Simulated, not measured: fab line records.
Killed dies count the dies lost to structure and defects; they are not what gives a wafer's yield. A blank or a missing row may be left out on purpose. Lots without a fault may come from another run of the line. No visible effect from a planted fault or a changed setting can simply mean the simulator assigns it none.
What tool caused it? ; flow n5 finfet ; 24 lots (72 wafers sampled), 1 step of a 1938-step route

== WHAT THE GAUGES READ, wafer by wafer ==
N5_BEOL_M6_CD_MEAS_28 targets a cd of 40 nm. Usual: cd nm 40.00 nm, standard deviation 0.24.
lot;measured;on;cd nm (nm);flag
L074;day 8 17:17;cd sem-01;39.63 40.22 40.44;
L075;day 8 22:13;cd sem-02;40.12 40.46 40.42;
L076;day 9 04:56;cd sem-03;40.09 39.83 39.71;
L077;day 9 12:55;cd sem-02;39.87 39.86 39.75;
L078;day 9 22:14;cd sem-02;40.10 40.14 40.19;
L079;day 10 03:05;cd sem-02;40.09 40.31 39.84;
L081;day 10 21:57;cd sem-02;39.69 40.07 39.78;
L080;day 11 14:55;cd sem-02;40.22 40.23 40.46;
L083;day 11 19:18;cd sem-01;40.00 39.85 40.03;
L082;day 12 05:50;cd sem-03;39.93 40.11 40.61;
L085;day 12 09:16;cd sem-01;39.89 39.98 39.94;
L086;day 12 17:23;cd sem-02;39.80 40.15 39.62;
L087;day 12 17:26;cd sem-01;39.87 40.08 40.40;
L084;day 12 19:23;cd sem-03;40.09 39.88 39.88;
L089;day 13 13:55;cd sem-02;40.04 40.08 40.06;
L088;day 13 16:08;cd sem-03;39.62 40.02 39.74;
L091;day 14 00:19;cd sem-01;40.24 40.48 39.98;
L094;day 14 03:45;cd sem-02;39.98 40.16 39.89;
L090;day 14 06:43;cd sem-01;39.80 40.16 40.25;
L093;day 14 17:27;cd sem-02;39.86 39.56 39.84;
L096;day 14 21:04;cd sem-03;39.90 40.17 40.03;
L092;day 14 22:55;cd sem-01;40.10 39.75 40.52;
L095;day 15 03:11;cd sem-02;40.04 40.22 40.15;
L097;day 15 10:02;cd sem-01;39.93 39.98 40.16;

== WHAT TOOL EACH LOT RAN ON (gives the tool, then ch and the chambers of the sampled wafers, and finally the start) ==
Record: no process step prior to these readings.

== AS READ BY THE TOOLS THEMSELVES (means over the sampled wafers that have a number; for cases with no such wafer, the mark the record gives instead) ==
The record holds no such reading with a usual standard deviation.

== THE ANSWER, worked out from the rows above alone ==
Rule: a lot is off if the mean of its wafers that have a number lies more than 3 standard deviations from the usual mean. Also off: a lot with no number at a reading for which 4 or more lots have one. Where the step has rows for the other lots, those lots are counted as sound. After the gauges, taken in route order, come the tools' own readings; for these a lot's mean is taken, as printed above. The first step at which some lot is off is used, and at that step the reading that is off furthest; a lot without a number counts as furthest.
Across all readings shown, no lot is off: no conclusion can be drawn from this.

== WHAT THE SIMULATOR HAD PUT IN ==
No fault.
